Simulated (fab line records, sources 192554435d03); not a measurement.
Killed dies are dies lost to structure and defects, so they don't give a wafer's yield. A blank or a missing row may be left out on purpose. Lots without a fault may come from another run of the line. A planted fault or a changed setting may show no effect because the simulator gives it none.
Which tool did it? | flow n5_finfet | 10 lots, 30 wafers sampled, at 3 steps of a route of 1938

WHAT THE GAUGES READ, wafer by wafer
N5_MIM_BOT_LITHO_OVL_MEAS_11.
lot  | measured     | on         | MIM_BOT_OVL (nm)
L759 | day 13 02:57 | overlay-01 | 3 1 10
L761 | day 13 05:58 | overlay-02 | 7 6 14
L762 | day 14 03:13 | overlay-01 | 7 2 0
L764 | day 15 07:07 | overlay-02 | 1 6 11
L768 | day 16 20:43 | overlay-01 | -1 -6 4
L765 | day 17 14:01 | overlay-02 | 545 550 553
L770 | day 17 14:14 | overlay-01 | 555 556 555
L776 | day 19 08:12 | overlay-02 | -8 -3 -4
L779 | day 19 08:18 | overlay-01 | -9 3 -3
L777 | day 19 12:34 | overlay-02 | -3 -8 -5

WHICH TOOL RAN EACH LOT (tool, then ch and the chambers of the sampled wafers, then the start)
lot  | N5_MIM_TOP_ETCH_STRIP_01           | N5_MIM_BOT_LITHO_EXPOSE_05
L759 | rie_diel-06 ch 0,1, day 13 02:22   | krf_scanner-01 ch 0, day 13 02:45
L761 | rie_diel-03 ch 2,3, day 13 05:29   | krf_scanner-01 ch 0, day 13 05:46
L762 | rie_diel-02 ch 0,2, day 14 02:38   | krf_scanner-01 ch 0, day 14 03:00
L764 | rie_diel-03 ch 0,1,3, day 15 06:40 | krf_scanner-01 ch 0, day 15 06:55
L768 | rie_diel-02 ch 0,1,3, day 16 20:09 | krf_scanner-01 ch 0, day 16 20:31
L765 | rie_diel-02 ch 0,2,3, day 17 13:27 | krf_scanner-01 ch 0, day 17 13:50
L770 | rie_diel-02 ch 1,2,3, day 17 13:47 | krf_scanner-01 ch 0, day 17 14:01
L776 | rie_diel-02 ch 0,2,3, day 19 07:45 | krf_scanner-02 ch 0, day 19 07:59
L779 | rie_diel-03 ch 0,2, day 19 07:51   | krf_scanner-02 ch 0, day 19 08:06
L777 | rie_diel-06 ch 0,3, day 19 12:06   | krf_scanner-02 ch 0, day 19 12:23
- N5_MIM_TOP_ETCH_STRIP_01: strips in O2.
- N5_MIM_BOT_LITHO_EXPOSE_05: exposes mask MIM BOT.

THE ANSWER, worked out from the rows above alone
Rule: what is usual is taken from the lots themselves. Put in order of their means at a reading, lots are off if they are a third of the lots or fewer, leave a main group of 4 or more, and stand apart from it by a gap of 3 or more times the standard deviation of the main group's means; of several such gaps the widest counts. A main group whose means are all the same, to the digits that the tables above print for the reading, isn't used. A lot without any number at a reading at which 4 lots or more have one is off too. The other lots that the step has rows for count as sound.
Off: L765, L770, at N5_MIM_BOT_LITHO_OVL_MEAS_11 (MIM_BOT_OVL). The main group: mean 1 nm, standard deviation 5.
A tool fits if, at a process step before that reading, it ran every lot that is off, and no sound lot after the first of them. The gauges at N5_MIM_BOT_LITHO_OVL_MEAS_11 are tried like those tools. One fits: krf_scanner-01 at N5_MIM_BOT_LITHO_EXPOSE_05. Its last sound lot is L768 (day 16 20:31), its first lot that is off L765 (day 17 13:50): a fault that began between those two fits.

WHAT THE SIMULATOR HAD PUT IN
Scanner matching overlay: krf_scanner-01, from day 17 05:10 on, at N5_MIM_BOT_LITHO_EXPOSE_05. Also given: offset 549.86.
Lots struck among those shown: L765, L770. The rule above found the same.
